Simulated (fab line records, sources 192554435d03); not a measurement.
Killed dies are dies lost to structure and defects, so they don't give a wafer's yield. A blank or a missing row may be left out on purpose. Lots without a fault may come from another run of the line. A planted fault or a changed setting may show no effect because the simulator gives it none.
Chamber matching | flow n5_finfet | N5_MOL_CONTACT_COAG_ETCH_91 on rie_diel-03: 4 sister chambers
The step etches SOC in N2/H2, target depth 60 nm, overetch 21 nm, time 101.2 s. 18 wafers are shown with their chamber, then 9 later ones without.

WAFERS WITH THEIR CHAMBER
wafer  | chamber | throttle_valve_pct (%) | drypump_motor_current_A (A) | oes_product_au (a.u.)
L074.4 | 1       | 17.47                  | 6.1                         | 0.79
L074.5 | 2       | 17.24                  | 5.6                         | 0.78
L074.6 | 0       | 17.21                  | 5.4                         | 0.72
L075.2 | 1       | 17.49                  | 6.1                         | 0.78
L075.4 | 3       | 17.66                  | 6.0                         | 0.64
L075.6 | 3       | 17.65                  | 6.0                         | 0.65
L078.2 | 1       | 17.50                  | 6.1                         | 0.77
L078.5 | 3       | 17.68                  | 6.0                         | 0.64
L078.6 | 2       | 17.24                  | 5.6                         | 0.75
L079.3 | 0       | 17.23                  | 5.5                         | 0.71
L079.4 | 1       | 17.51                  | 6.1                         | 0.77
L079.5 | 2       | 17.25                  | 5.6                         | 0.75
L080.2 | 0       | 17.23                  | 5.5                         | 0.71
L080.5 | 2       | 17.26                  | 5.6                         | 0.74
L080.6 | 1       | 17.50                  | 6.1                         | 0.77
L081.2 | 0       | 17.24                  | 5.5                         | 0.70
L081.4 | 1       | 17.51                  | 6.2                         | 0.77
L081.5 | 2       | 17.26                  | 5.6                         | 0.74

SIGNATURES (means of the wafers above)
reading                 | chamber 0 | chamber 1 | chamber 2 | chamber 3 | scatter within a chamber
throttle_valve_pct      | 17.2275   | 17.4967   | 17.2500   | 17.6633   | 0.0133
drypump_motor_current_A | 5.475     | 6.117     | 5.600     | 6.000     | 0.0336
oes_product_au          | 0.7100    | 0.7750    | 0.7520    | 0.6433    | 0.011
Rule: a wafer's distance from a chamber is the root of the sum, over the readings, of the square of ((its reading less the chamber's mean) divided by the reading's scatter). The wafer belongs to the nearest chamber; if the next one is less than 2 further off, it can't be placed. The scatter: the root of (the sum of the squares of (reading less its chamber's mean) over the shown wafers, divided by (wafers less chambers)).

WAFERS WITHOUT THEIR CHAMBER
wafer  | throttle_valve_pct (%) | drypump_motor_current_A (A) | oes_product_au (a.u.)
L094.1 | 17.71                  | 6.0                         | 0.62
L094.5 | 17.31                  | 5.6                         | 0.70
L094.6 | 17.55                  | 6.1                         | 0.73
L097.2 | 17.30                  | 5.5                         | 0.68
L097.4 | 17.32                  | 5.6                         | 0.70
L097.5 | 17.32                  | 5.6                         | 0.70
L096.1 | 17.28                  | 5.5                         | 0.68
L096.2 | 17.57                  | 6.2                         | 0.72
L096.4 | 17.30                  | 5.6                         | 0.70

WHICH CHAMBER EACH WENT THROUGH
wafer  | from the rows above     | in truth
L094.1 | 3                       | 3
L094.5 | can't be placed: 2 or 0 | 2
L094.6 | 1                       | 1
L097.2 | can't be placed: 0 or 2 | 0
L097.4 | can't be placed: 2 or 0 | 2
L097.5 | can't be placed: 2 or 0 | 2
L096.1 | 0                       | 0
L096.2 | 1                       | 1
L096.4 | can't be placed: 2 or 0 | 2
Placed correctly: 4 of 9. Can't be placed from these rows: 5 (the true chamber is among the candidates in 5). Placed wrongly: 0.
